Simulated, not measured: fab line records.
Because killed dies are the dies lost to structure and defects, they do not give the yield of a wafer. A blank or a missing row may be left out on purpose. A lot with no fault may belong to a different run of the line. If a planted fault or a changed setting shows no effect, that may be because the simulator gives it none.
fab line records	flow n5Finfet
[record] lots = 11	wafers = 31	lastDay = 19
route steps=1938 shown BEOL_M6@1241 BEOL_M7@1263 PASSIVATION@1936
lots with no fault: from the same line, run without faults
startH: the number of hours between the record's first day and the start of the first shown wafer of the lot	waitH: time in hours since the lot's previous step	" unchanged from the row above	L1.1+2: one row covering several wafers at once	- either no value or no given start	* or withheld: withheld	< > ~ a bound
route shown NAME@n: names a module that has steps shown in the file, with the first one's number in the route	usual: mean/standard deviation of fault-free wafers	same: alike in all rows	chamber/n: place in a boat	sites: readings site by site	_std_site: the standard deviation of these	_edge_site: the outer-site mean with the inner-site mean subtracted	radiusMm: how far each site lies from the wafer's centre	mask NAME#n: copy n	behind: the most recent tool/chamber to have shaped the wafer	hold: cause of the lot's hold/its duration in hours/its outcome	device: the transistor (n, p or np) that didn't switch	end of line: the same wafers' tests at the end of the route	for a step that has no rows: nothing shown but its recipe	killed: dies that structure and defects cost at the first sort, which is not the same as the wafer's yield	map: the dies of a wafer, with x for killed, . for not killed, _ for no die there
set.NAME: the setting as run; set.NAME@STEP: as run at that earlier step	model.NAME: the simulator's own value behind a step, which no gauge read
the route's steps for a sample of lots (tables are steps, rows are wafers)
services: from which hour (startH, from the record's first day; less than 0 if before it) a tool's chamber was out of use, for how many hours, and why
[[steps]]
[step N5_BEOL_M6_STRIP_80]
[recipe] chemistry = N2/H2	timeS = 10	powerW = 450	tempC = 40	pressureMtorr = 20	rfFrequencyHz = 6e+07	biasPowerW = 7	n2FlowSccm = 200	h2FlowSccm = 200
[usual] drypumpMotorCurrentA = 5.8/0.46	oesProductAu = 0.85/0.067	rfVppV = 59.3/0.85	showerheadPlenumPTorr = 2.60/0.067	throttleValvePct = 23.56/0.24
lot.wafer	tool	chamber	startH	waitH	drypumpMotorCurrentA	oesProductAu	rfHoursCounterH	rfVppV	showerheadPlenumPTorr	throttleValvePct
L105.1	rieDiel-01	0	-	-	5.5	0.94	13	58.1	2.60	23.51
L105.3	"	3	"	"	6.0	0.75	153	58.8	2.54	23.48
L105.4	"	1	"	"	5.9	0.89	-	60.6	2.69	23.06
L110.1	rieDiel-01	3	-	-	6.0	0.73	165	57.4	2.54	23.50
L110.3	"	1	"	"	5.8	0.86	40	59.2	2.69	23.08
L110.4	"	2	"	"	5.2	0.94	7	59.8	2.60	23.74
L108.2	rieDiel-02	2	-	-	6.2	0.82	94	58.9	2.67	23.46
L108.3	"	3	"	"	6.7	0.69	241	60.1	2.50	24.20
L108.6	"	3	"	"	6.7	0.69	-	58.2	2.50	24.20
L113.3	rieDiel-01	1	-	-	5.9	0.84	53	59.2	2.68	23.09
L113.5	"	0	"	"	5.5	0.88	-	58.3	2.58	23.53
L113.6	"	1	"	"	5.9	0.84	-	59.7	2.68	23.12
L116.1	rieDiel-01	1	-	-	5.9	0.83	55	60.7	2.68	23.10
L116.3	"	0	"	"	5.5	0.89	38	59.6	2.58	23.54
L116.6	"	0	"	"	5.5	0.88	-	60.5	2.58	23.54
L117.2	rieDiel-01	1	-	-	5.9	0.82	60	59.2	2.68	23.11
L117.4	"	0	"	"	5.5	0.86	44	58.9	2.58	23.56
L117.6	"	1	"	"	5.9	0.82	-	59.5	2.68	23.11
L114.4	rieDiel-02	2	-	-	6.2	0.82	-	59.8	2.66	23.48
L114.5	"	0	"	"	5.3	0.88	-	58.2	2.58	23.66
L114.6	"	1	"	"	6.3	0.92	-	58.7	2.49	23.32
L115.1	rieDiel-01	2	-	-	5.2	0.89	29	59.0	2.59	23.77
L115.4	"	3	"	"	6.0	0.72	181	58.5	2.53	23.51
L115.5	"	3	"	"	6.0	0.72	-	59.8	2.53	23.51
L121.1	rieDiel-03	1	-	-	5.8	0.85	50	58.4	2.70	23.63
L121.2	"	3	"	"	5.5	0.89	31	58.3	2.59	23.57
L121.5	"	0	"	"	5.6	0.85	-	58.1	2.57	23.66
L124.1	rieDiel-02	0	-	-	5.3	0.85	59	59.9	2.57	23.68
L124.3	"	3	"	"	6.7	0.95	5	58.3	2.49	23.88
L125.3	rieDiel-03	3	-	-	5.5	0.87	-	59.5	2.59	23.56
L125.4	"	1	"	"	5.8	0.83	-	59.1	2.69	23.65
[step N5_BEOL_M6_CURE_75]
[recipe] tempC = 370	timeS = 120	ambient = DMADMS/He	material = SiCOH_lowk
[usual] lampPowerPct = 52.31/0.056	wafer_temp_C_max = 371.8/0.77
lot.wafer	tool	chamber	startH	waitH	lampPowerPct	wafer_temp_C_max
L105.1	uvCure-02	0	225.07	0.0	52.25	371.3
L105.3	"	0	"	"	52.37	371.9
L105.4	"	0	"	"	52.33	371.5
L110.1	uvCure-01	2	247.20	0.4	52.39	373.3
L110.3	"	2	"	"	52.25	372.3
L110.4	"	2	"	"	52.25	373.0
L108.2	uvCure-01	1	257.97	0.1	52.39	371.3
L108.3	"	1	"	"	52.42	371.3
L108.6	"	1	"	"	52.30	371.0
L113.3	uvCure-03	2	275.55	0.1	52.30	371.3
L113.5	"	2	"	"	52.37	371.1
L113.6	"	2	"	"	52.30	371.9
L116.1	uvCure-01	1	279.29	0.0	52.32	370.8
L116.3	"	1	"	"	52.33	371.1
L116.6	"	1	"	"	52.28	370.8
L117.2	uvCure-01	2	290.35	0.1	52.36	373.1
L117.4	"	2	"	"	52.26	372.8
L117.6	"	2	"	"	52.32	373.0
L114.4	uvCure-01	2	291.05	0.2	52.27	372.6
L114.5	"	2	"	"	52.30	373.5
L114.6	"	2	"	"	52.35	372.1
L115.1	uvCure-01	0	299.69	0.1	52.30	372.2
L115.4	"	0	"	"	52.27	371.6
L115.5	"	0	"	"	52.38	371.7
L121.1	uvCure-01	1	326.54	0.0	52.22	370.6
L121.2	"	1	"	"	52.34	371.3
L121.5	"	1	"	"	52.22	370.5
L124.1	uvCure-02	1	328.37	0.0	52.19	372.2
L124.3	"	1	"	"	52.23	372.1
L125.3	uvCure-03	1	355.45	0.1	52.27	372.1
L125.4	"	1	"	"	52.26	372.6
[step N5_BEOL_M6_INSPECT_58]
[recipe] inspectInstrument = darkfield	mode = postDep
[usual] rawDefectCount = 72/23
lot.wafer	tool	chamber	startH	waitH	rawDefectCount
L105.1	defectInspect-02	-	228.62	0.0	69
L105.3	"	-	"	"	42
L105.4	"	-	"	"	41
L110.1	defectInspect-01	-	250.79	0.0	62
L110.3	"	-	"	"	82
L110.4	"	-	"	"	67
L108.2	defectInspect-02	-	260.57	0.0	59
L108.3	"	-	"	"	106
L108.6	"	-	"	"	73
L113.3	defectInspect-01	-	277.80	0.0	60
L113.5	"	-	"	"	119
L113.6	"	-	"	"	56
L116.1	defectInspect-02	-	282.38	0.0	57
L116.3	"	-	"	"	59
L116.6	"	-	"	"	64
L117.2	defectInspect-01	-	293.09	0.0	55
L117.4	"	-	"	"	69
L117.6	"	-	"	"	89
L114.4	defectInspect-02	-	293.48	0.0	65
L114.5	"	-	"	"	55
L114.6	"	-	"	"	68
L115.1	defectInspect-01	-	302.99	0.0	22
L115.4	"	-	"	"	50
L115.5	"	-	"	"	91
L121.1	defectInspect-01	-	329.43	0.0	53
L121.2	"	-	"	"	43
L121.5	"	-	"	"	33
L124.1	defectInspect-02	-	331.51	0.0	156
L124.3	"	-	"	"	101
L125.3	defectInspect-02	-	358.75	0.0	72
L125.4	"	-	"	"	124
[step N5_BEOL_M7_ILD_DEP_00]
[recipe] material = SiCOH_lowk	targetThkA = 1797.5	tempC = 300	precursor = DEMS/porogen	pressureTorr = 5	rfW = 500	timeS = 33.4
[usual] heaterPowerW = 319/43	showerheadPlenumPTorr = 5.739/0.012	throttleValvePct = 13.6/0.77
lot.wafer	tool	chamber	startH	waitH	heaterPowerW	showerheadPlenumPTorr	throttleValvePct
L105.1	pecvd-04	2	228.66	0.0	374	5.738	12.6
L105.3	"	1	"	"	249	5.747	13.9
L105.4	"	2	"	"	377	5.742	12.7
L110.1	pecvd-02	2	250.83	0.0	305	5.733	13.6
L110.3	"	1	"	"	292	5.752	14.9
L110.4	"	0	"	"	338	5.757	14.1
L108.2	pecvd-04	0	260.61	0.0	311	5.719	13.3
L108.3	"	1	"	"	252	5.744	14.0
L108.6	"	2	"	"	358	5.717	12.7
L113.3	pecvd-02	1	277.84	0.0	329	5.734	14.9
L113.5	"	1	"	"	345	5.749	14.9
L113.6	"	2	"	"	266	5.753	13.5
L116.1	pecvd-01	1	282.41	0.0	264	5.720	14.1
L116.3	"	0	"	"	333	5.746	13.6
L116.6	"	1	"	"	277	5.727	14.2
L117.2	pecvd-02	2	293.13	0.0	285	5.734	13.8
L117.4	"	1	"	"	345	5.729	14.8
L117.6	"	2	"	"	290	5.711	14.1
L114.4	pecvd-04	0	293.54	0.1	311	5.737	13.4
L114.5	"	1	"	"	290	5.732	14.1
L114.6	"	2	"	"	366	5.728	13.1
L115.1	pecvd-02	0	303.03	0.0	389	5.769	13.9
L115.4	"	1	"	"	323	5.746	15.3
L115.5	"	2	"	"	282	5.740	13.7
L121.1	pecvd-02	2	329.47	0.0	308	5.725	13.6
L121.2	"	1	"	"	284	5.732	15.0
L121.5	"	0	"	"	388	5.749	13.7
L124.1	pecvd-02	2	331.55	0.0	299	5.732	13.6
L124.3	"	0	"	"	346	5.766	13.8
L125.3	pecvd-02	0	358.78	0.0	384	5.764	13.9
L125.4	"	2	"	"	311	5.730	13.9
[step N5_BEOL_M7_THK_MEAS_01]
[recipe] reads = SiCOH_lowk_of_BEOL_M7_ILD_DEP_00
[usual] M7_ILD_THK = 155.1/1.8
lot.wafer	tool	chamber	startH	waitH	M7_ILD_THK[nm]
L105.1	filmMetro-02	-	229.26	0.4	154.9
L105.3	"	-	"	"	156.7
L105.4	"	-	"	"	157.2
L110.1	filmMetro-02	-	251.41	0.4	156.1
L110.3	"	-	"	"	154.4
L110.4	"	-	"	"	157.8
L108.2	filmMetro-02	-	261.18	0.4	154.9
L108.3	"	-	"	"	155.2
L108.6	"	-	"	"	154.6
L113.3	filmMetro-02	-	278.42	0.3	154.1
L113.5	"	-	"	"	159.0
L113.6	"	-	"	"	157.7
L116.1	filmMetro-01	-	282.99	0.4	154.7
L116.3	"	-	"	"	153.7
L116.6	"	-	"	"	158.1
L117.2	filmMetro-02	-	293.71	0.4	152.6
L117.4	"	-	"	"	155.7
L117.6	"	-	"	"	156.3
L114.4	filmMetro-02	-	294.13	0.2	158.4
L114.5	"	-	"	"	156.8
L114.6	"	-	"	"	156.9
L115.1	filmMetro-01	-	303.60	0.4	152.0
L115.4	"	-	"	"	154.2
L115.5	"	-	"	"	152.8
L121.1	filmMetro-02	-	330.66	0.8	147.4
L121.2	"	-	"	"	154.4
L121.5	"	-	"	"	157.6
L124.1	filmMetro-01	-	332.61	0.8	145.1
L124.3	"	-	"	"	154.0
L125.3	filmMetro-02	-	359.36	0.3	153.6
L125.4	"	-	"	"	149.6
[step N5_PASSIVATION_PROBE_49]
[usual] defectLimitedYield = 91.0/1.6	killed_at_M0_to_M3 = 35/11	killed_at_M4_up = 14/5.1	killedAtContacts = 12/6.6	killedAtFrontEnd = 41/12	killedAtOther = 4/3	killedDies = 107/19	killedOpen = 70/15	killedShort = 35/8.5	sort_bin_5_function = 5.3/1	sort_bin_6_memory = 3.4/0.73	sort_bin_8_speed = 0.00/0.007	sortNPass = 1073/19	sortYieldPct = 91.0/1.6
[same] grossDies = 1180	killedAtBackSide = 0	sort_bin_4_leakage[%] = 0
lot.wafer	tool	chamber	startH	waitH	defectLimitedYield[%]	killed_at_M0_to_M3	killed_at_M4_up	killedAtContacts	killedAtFrontEnd	killedAtOther	killedDies	killedOpen	killedShort	sort_bin_5_function[%]	sort_bin_6_memory[%]	sort_bin_8_speed[%]	sortNPass	sortYieldPct[%]
L108.2	prober-02	-	347.73	0.1	93.7	22	11	6	26	9	74	43	28	4.3	1.9	0	1106	93.7
L108.3	prober-02	-	347.78	0.1	90.5	30	27	13	36	6	112	74	33	5.6	3.6	0	1068	90.5
L108.6	prober-02	-	347.93	0.3	92.1	27	18	9	37	2	93	58	26	5.2	2.5	0	1087	92.1
L117.2	prober-02	-	380.15	0.1	91.6	40	16	7	36	0	99	59	40	5.3	2.5	0	1081	91.6
L117.4	prober-02	-	380.25	0.2	93.6	20	14	5	35	2	76	53	22	4.1	2.2	0	1104	93.6
L117.6	prober-02	-	380.35	0.3	92.4	33	13	8	33	3	90	63	26	4.3	3.1	0	1090	92.4
L115.1	prober-01	-	388.48	0.0	89.7	44	6	13	57	1	121	91	30	6.6	3.3	0	1059	89.7
L115.4	prober-01	-	388.63	0.2	90.0	29	10	29	50	0	118	72	45	5.7	3.7	0	1062	90.0
L115.5	prober-01	-	388.68	0.2	90.3	29	15	17	53	0	114	81	30	5.8	3.6	0	1066	90.3
L121.1	prober-01	-	407.03	0.0	88.7	30	21	12	67	3	133	78	53	7.2	3.7	0	1047	88.7
L121.2	prober-01	-	407.08	0.1	92.4	30	9	3	45	3	90	61	28	4.2	3.1	0	1090	92.4
L121.5	prober-01	-	407.23	0.2	90.6	34	8	5	58	6	111	59	52	4.4	4.7	0	1069	90.6
L124.1	prober-01	-	419.74	0.0	91.0	49	9	4	41	3	106	79	25	5.6	3.1	0	1074	91.0
L124.3	prober-01	-	419.84	0.1	91.9	17	19	3	54	3	96	60	35	4.7	2.9	0	1084	91.9
L125.4	prober-01	-	457.19	0.2	89.0	35	19	22	49	5	130	90	40	6.1	4.4	0	1050	89.0
// killed by level:class
L108.2 STI_FIN_REVEAL:geometricParticle:open=10 BEOL_M2:geometricParticle:open=7 BEOL_M3:geometricParticle:open=5 FIN_SAQP:geometricParticle:open=4 BEOL_M0:geometricParticle:short=4 PAD_METAL:geometricParticle:open=4 PAD_METAL:geometricParticle:short=4 FIN_SAQP:geometricParticle:short=3
L108.3 STI_FIN_REVEAL:geometricParticle:open=19 MOL_CONTACT_COAG:geometricParticle:open=9 BEOL_M2:geometricParticle:open=7 BEOL_M1:geometricParticle:open=6 BEOL_M5:geometricParticle:open=6 FIN_SAQP:geometricParticle:short=4 BEOL_M0_SAQP:geometricParticle:open=4 BEOL_M0_SAQP:geometricParticle:short=4
L108.6 STI_FIN_REVEAL:geometricParticle:open=12 MOL_CONTACT_COAG:geometricParticle:open=7 BEOL_M0_SAQP:geometricParticle:open=6 BEOL_M2:geometricParticle:open=6 BEOL_M6:geometricParticle:open=5 BEOL_M1:geometricParticle:open=4 BEOL_M3:geometricParticle:open=4 BEOL_M4:geometricParticle:open=4
L117.2 BEOL_M0_SAQP:geometricParticle:short=16 FIN_SAQP:geometricParticle:open=9 BEOL_M2:geometricParticle:open=9 BEOL_M4:geometricParticle:open=9 FIN_SAQP:geometricParticle:short=7 BEOL_M0_SAQP:geometricParticle:open=7 STI_FIN_REVEAL:geometricParticle:open=6 MOL_CONTACT_COAG:geometricParticle:open=5
L117.4 FIN_SAQP:geometricParticle:open=13 BEOL_M4:geometricParticle:open=6 FIN_SAQP:geometricParticle:short=5 MOL_CONTACT_COAG:geometricParticle:open=5 BEOL_M1:geometricParticle:open=5 ILD0:geometricParticle:short=4 BEOL_M0_SAQP:geometricParticle:open=4 BEOL_M3:geometricParticle:open=4
L117.6 BEOL_M0_SAQP:geometricParticle:open=13 BEOL_M4:geometricParticle:open=8 FIN_SAQP:geometricParticle:open=7 MOL_CONTACT_COAG:geometricParticle:open=7 STARTING-WAFER:geometricParticle:short=6 FIN_SAQP:geometricParticle:short=5 STI_FIN_REVEAL:geometricParticle:open=5 BEOL_M0_SAQP:geometricParticle:short=5
L115.1 STI_FIN_REVEAL:geometricParticle:open=25 BEOL_M3:geometricParticle:open=14 MOL_CONTACT_COAG:geometricParticle:open=12 FIN_SAQP:geometricParticle:short=7 BEOL_M0:geometricParticle:open=7 BEOL_M0_SAQP:geometricParticle:open=6 BEOL_M1:geometricParticle:open=6 STI_FIN_REVEAL:geometricParticle:short=5
L115.4 MOL_CONTACT_COAG:geometricParticle:open=23 FIN_SAQP:geometricParticle:short=18 BEOL_M3:geometricParticle:open=13 STI_FIN_REVEAL:geometricParticle:open=8 GATE_CUT:geometricParticle:short=6 MOL_CONTACT_COAG:geometricParticle:short=5 DUMMY_GATE:geometricParticle:open=4 BEOL_M2:geometricParticle:open=4
L115.5 FIN_SAQP:geometricParticle:open=14 BEOL_M3:geometricParticle:open=14 MOL_CONTACT_COAG:geometricParticle:open=11 FIN_SAQP:geometricParticle:short=10 STI_FIN_REVEAL:geometricParticle:open=8 MOL_CONTACT_COAG:geometricParticle:short=6 DUMMY_GATE:geometricParticle:open=5 BEOL_M2:geometricParticle:open=4
L121.1 STI_FIN_REVEAL:geometricParticle:open=23 FIN_SAQP:geometricParticle:short=13 BEOL_M4:geometricParticle:open=11 BEOL_M2:geometricParticle:open=9 GATE_CUT:geometricParticle:short=8 MOL_CONTACT_COAG:geometricParticle:short=6 MOL_CONTACT_COAG:geometricParticle:open=6 FIN_SAQP:geometricParticle:open=5
L121.2 STI_FIN_REVEAL:geometricParticle:open=10 FIN_SAQP:geometricParticle:open=9 BEOL_M0:geometricParticle:open=6 BEOL_M1:geometricParticle:open=6 FIN_SAQP:geometricParticle:short=5 GATE_CUT:geometricParticle:short=5 BEOL_M0_SAQP:geometricParticle:open=5 BEOL_M3:geometricParticle:open=4
L121.5 FIN_SAQP:geometricParticle:short=16 FIN_SAQP:geometricParticle:open=13 BEOL_M3:geometricParticle:open=11 STI_FIN_REVEAL:geometricParticle:open=10 BEOL_M0_SAQP:geometricParticle:short=10 ILD0:geometricParticle:short=7 BEOL_M0_SAQP:geometricParticle:open=4 BEOL_M3:geometricParticle:short=4
L124.1 FIN_SAQP:geometricParticle:open=20 BEOL_M1:geometricParticle:open=15 BEOL_M3:geometricParticle:open=11 BEOL_M4:geometricParticle:open=8 BEOL_M0_SAQP:geometricParticle:short=7 BEOL_M2:geometricParticle:open=6 BEOL_M0_SAQP:geometricParticle:open=5 MOL_CONTACT_COAG:geometricParticle:open=4
L124.3 FIN_SAQP:geometricParticle:open=16 FIN_SAQP:geometricParticle:short=9 STI_FIN_REVEAL:geometricParticle:open=9 BEOL_M4:geometricParticle:open=7 BEOL_M3:geometricParticle:open=6 BEOL_M5:geometricParticle:short=6 BEOL_M0_SAQP:geometricParticle:short=5 STARTING-WAFER:geometricParticle:open=4
L125.4 MOL_CONTACT_COAG:geometricParticle:open=18 BEOL_M3:geometricParticle:open=12 GATE_CUT:geometricParticle:short=9 FIN_SAQP:geometricParticle:short=8 STI_FIN_REVEAL:geometricParticle:open=8 BEOL_M4:geometricParticle:open=7 DUMMY_GATE:geometricParticle:open=5 BEOL_M5:geometricParticle:open=5
[[services]]
tool	chamber	startH	hours	kind
pecvd-04	-	205.06	2.8	pm
pecvd-02	-	217.60	2.5	repair
rieDiel-02	-	218.99	14.6	pm
uvCure-03	-	222.39	1.0	pm
uvCure-02	-	231.01	2.8	pm
pecvd-01	-	231.21	0.4	repair
uvCure-03	-	232.82	11.8	repair
rieDiel-02	-	234.48	0.7	repair
rieDiel-02	0	239.33	8.8	repair
pecvd-01	-	241.99	0.7	repair
uvCure-02	-	246.83	2.1	pm
rieDiel-02	1	249.04	33.4	repair
uvCure-02	-	249.54	1.0	pm
pecvd-04	-	251.81	1.5	repair
uvCure-01	-	265.93	2.8	pm
rieDiel-01	3	272.40	9.7	repair
rieDiel-02	-	277.48	10.0	pm
rieDiel-02	2	303.68	2.6	repair
pecvd-02	-	310.81	0.5	repair
rieDiel-03	2	311.50	17.1	repair
pecvd-04	0	328.19	19.8	repair
pecvd-04	2	349.28	2.9	repair
rieDiel-03	0	351.69	40.6	repair
rieDiel-03	2	353.13	5.5	repair
[[key]]
[firstSign] step = N5_BEOL_M7_THK_MEAS_01	reading = M7_ILD_THK	direction = down	sigmas = 4.3	usual = 155.1	struck = 147.4
effect none on later readings
metAt N5_BEOL_M7_ILD_DEP_00
struckLots L121,L124,L125
struckWafers L121.1,L124.1,L125.4
notActingAt N5_BEOL_M6_STRIP_80,N5_BEOL_M6_CURE_75,N5_BEOL_M6_INSPECT_58
onsetBetween 303.03 329.47
[fault] kind = processParameterDrift	tool = pecvd-02	chamber = -	onsetH = 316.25	steps = N5_BEOL_M7_ILD_DEP_00	channel = timeS	offset = *	shape = step	endH = 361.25	scope = struckWafersOnly	actsIn = *	stated = *
